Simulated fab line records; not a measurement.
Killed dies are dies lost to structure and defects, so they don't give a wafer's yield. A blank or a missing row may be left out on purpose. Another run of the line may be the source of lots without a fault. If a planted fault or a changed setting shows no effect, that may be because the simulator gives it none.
Commonality check across tools / flow nand-harc / Sampled: 14 lots, 42 wafers

== WHY IT WAS OPENED ==
Flagged at NHARC_A_CONTACT_INSPECT_10: reading raw-defect-count, on 2 of 14 lots. No-fault wafers: 28, standard deviation 14.
Rule: a lot is flagged when every wafer of it that has a number lies more than 4 standard deviations from that mean, or none has a number. The other lots count as sound.

lot=L557; measured=day 16 19:58; on=defect-inspect-02; raw-defect-count, wafer by wafer=8 9 16; flag=
lot=L560; measured=day 17 04:28; on=defect-inspect-01; raw-defect-count, wafer by wafer=14 7 19; flag=
lot=L558; measured=day 17 08:53; on=defect-inspect-02; raw-defect-count, wafer by wafer=30 50 38; flag=
lot=L561; measured=day 17 11:05; on=defect-inspect-01; raw-defect-count, wafer by wafer=8 6 10; flag=
lot=L563; measured=day 17 21:52; on=defect-inspect-01; raw-defect-count, wafer by wafer=13 11 15; flag=
lot=L564; measured=day 18 14:26; on=defect-inspect-01; raw-defect-count, wafer by wafer=19 18 23; flag=
lot=L565; measured=day 18 22:13; on=defect-inspect-02; raw-defect-count, wafer by wafer=46 34 38; flag=
lot=L566; measured=day 19 01:44; on=defect-inspect-01; raw-defect-count, wafer by wafer=10 8 11; flag=
lot=L569; measured=day 19 22:42; on=defect-inspect-01; raw-defect-count, wafer by wafer=31 38 36; flag=
lot=L572; measured=day 20 13:11; on=defect-inspect-01; raw-defect-count, wafer by wafer=33 34 25; flag=
lot=L574; measured=day 21 01:22; on=defect-inspect-01; raw-defect-count, wafer by wafer=34 44 50; flag=
lot=L578; measured=day 22 07:13; on=defect-inspect-01; raw-defect-count, wafer by wafer=514 514 557; flag=FLAGGED
lot=L577; measured=day 22 10:21; on=defect-inspect-02; raw-defect-count, wafer by wafer=522 508 533; flag=FLAGGED
lot=L580; measured=day 22 16:17; on=defect-inspect-02; raw-defect-count, wafer by wafer=40 45 34; flag=
Average over the flagged lots: 525; offset from the usual +497, equal to +35 standard deviations.

== EACH LOT AND THE TOOL IT RAN ON ==
The record holds 1 process step before the reading, out of a route of 1159 steps. Every cell lists first the tool, next ch and the chambers used by the sampled wafers, and last the start.
lot=L557; flag=; NHARC_A_CONTACT_DEP_84=acl-dep-01 ch 0, day 16 17:46
lot=L560; flag=; NHARC_A_CONTACT_DEP_84=acl-dep-03 ch 0, day 17 02:23
lot=L558; flag=; NHARC_A_CONTACT_DEP_84=acl-dep-02 ch 0, day 17 07:05
lot=L561; flag=; NHARC_A_CONTACT_DEP_84=acl-dep-01 ch 0, day 17 09:31
lot=L563; flag=; NHARC_A_CONTACT_DEP_84=acl-dep-03 ch 0, day 17 19:52
lot=L564; flag=; NHARC_A_CONTACT_DEP_84=acl-dep-03 ch 0, day 18 12:04
lot=L565; flag=; NHARC_A_CONTACT_DEP_84=acl-dep-03 ch 0, day 18 20:18
lot=L566; flag=; NHARC_A_CONTACT_DEP_84=acl-dep-01 ch 0, day 18 23:48
lot=L569; flag=; NHARC_A_CONTACT_DEP_84=acl-dep-01 ch 0, day 19 20:42
lot=L572; flag=; NHARC_A_CONTACT_DEP_84=acl-dep-02 ch 0, day 20 11:04
lot=L574; flag=; NHARC_A_CONTACT_DEP_84=acl-dep-02 ch 0, day 20 23:34
lot=L578; flag=FLAGGED; NHARC_A_CONTACT_DEP_84=acl-dep-01 ch 0, day 22 05:19
lot=L577; flag=FLAGGED; NHARC_A_CONTACT_DEP_84=acl-dep-01 ch 0, day 22 08:40
lot=L580; flag=; NHARC_A_CONTACT_DEP_84=acl-dep-03 ch 0, day 22 14:19
These steps, and what they do:
- NHARC_A_CONTACT_DEP_84: deposits aC, target thk 2000 nm.
- NHARC_A_CONTACT_INSPECT_10

== FLAGGED AGAINST TOTAL, ONE TOOL AT A TIME (gauges that did the reading follow at the end) ==
step=NHARC_A_CONTACT_DEP_84; tool=acl-dep-01; lots run=6; flagged=2; share of the flagged lots=all; sound lots run after its first flagged lot=0
step=NHARC_A_CONTACT_DEP_84; tool=acl-dep-02; lots run=3; flagged=0; share of the flagged lots=none; sound lots run after its first flagged lot=-
step=NHARC_A_CONTACT_DEP_84; tool=acl-dep-03; lots run=5; flagged=0; share of the flagged lots=none; sound lots run after its first flagged lot=-
step=NHARC_A_CONTACT_INSPECT_10; tool=defect-inspect-01; lots run=9; flagged=1; share of the flagged lots=some; sound lots run after its first flagged lot=0
step=NHARC_A_CONTACT_INSPECT_10; tool=defect-inspect-02; lots run=5; flagged=1; share of the flagged lots=some; sound lots run after its first flagged lot=1 (L580)

== WHAT THE TABLE PERMITS ==
All flagged lots share 1 row of the table, namely acl-dep-01 at NHARC_A_CONTACT_DEP_84.
- acl-dep-01 at NHARC_A_CONTACT_DEP_84: 2 of its 6 lots flagged. Its last sound lot is L569 (day 19 20:42), its first flagged lot L578 (day 22 05:19): a fault that began between those two fits.
acl-dep-01 at NHARC_A_CONTACT_DEP_84 is the single tool remaining.

== WHAT THE SIMULATOR PUT IN ==
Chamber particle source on acl-dep-01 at NHARC_A_CONTACT_DEP_84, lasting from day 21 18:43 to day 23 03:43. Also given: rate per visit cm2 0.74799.
Shown lots that were struck: L578, L577. This agrees with what the rule above found.
